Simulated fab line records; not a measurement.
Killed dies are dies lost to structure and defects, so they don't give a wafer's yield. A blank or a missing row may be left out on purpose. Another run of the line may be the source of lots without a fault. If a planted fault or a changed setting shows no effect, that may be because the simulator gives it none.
Matching of chambers :: flow nand harc :: NHARC_A_STAIRCASE_STRIP_476 on rie diel-13: 4 sister chambers
The step strips in O2, time 20 s. 4 wafers are shown with their chamber, then 8 later ones without.

== WAFERS, EACH WITH ITS CHAMBER ==
wafer: L091.5
chamber: 0
showerhead plenum p Torr (Torr): 3.50

wafer: L092.2
chamber: 1
showerhead plenum p Torr (Torr): 3.36

wafer: L092.5
chamber: 2
showerhead plenum p Torr (Torr): 3.76

wafer: L093.2
chamber: 3
showerhead plenum p Torr (Torr): 3.28

== WAFERS MISSING THEIR CHAMBER ==
wafer: L093.3
showerhead plenum p Torr (Torr): 3.75

wafer: L093.5
showerhead plenum p Torr (Torr): 3.36

wafer: L096.1
showerhead plenum p Torr (Torr): 3.35

wafer: L096.5
showerhead plenum p Torr (Torr): 3.49

wafer: L096.6
showerhead plenum p Torr (Torr): 3.28

wafer: L095.1
showerhead plenum p Torr (Torr): 3.35

wafer: L095.4
showerhead plenum p Torr (Torr): 3.49

wafer: L095.6
showerhead plenum p Torr (Torr): 3.49

== THE CHAMBER EACH PASSED THROUGH ==
wafer: L093.3
from the rows above: 2
in truth: 2

wafer: L093.5
from the rows above: 1
in truth: 1

wafer: L096.1
from the rows above: 1
in truth: 1

wafer: L096.5
from the rows above: 0
in truth: 0

wafer: L096.6
from the rows above: 3
in truth: 3

wafer: L095.1
from the rows above: 1
in truth: 1

wafer: L095.4
from the rows above: 0
in truth: 0

wafer: L095.6
from the rows above: 0
in truth: 0
Placed correctly: 8 of 8. From these rows, 0 cannot be placed. 0 placed wrongly.
How it was worked out, from the rows above alone: a wafer's distance from a chamber is the root of the sum, over the readings, of the square of ((its reading less the chamber's mean) divided by the reading's scatter). The wafer belongs to the nearest chamber; if the next one is less than 2 further off, it can't be placed. Each chamber's mean is taken over the wafers shown for it. The scatter: with one shown wafer a chamber, the root of the mean of the squares of how far each hidden wafer lies from its nearest shown one.
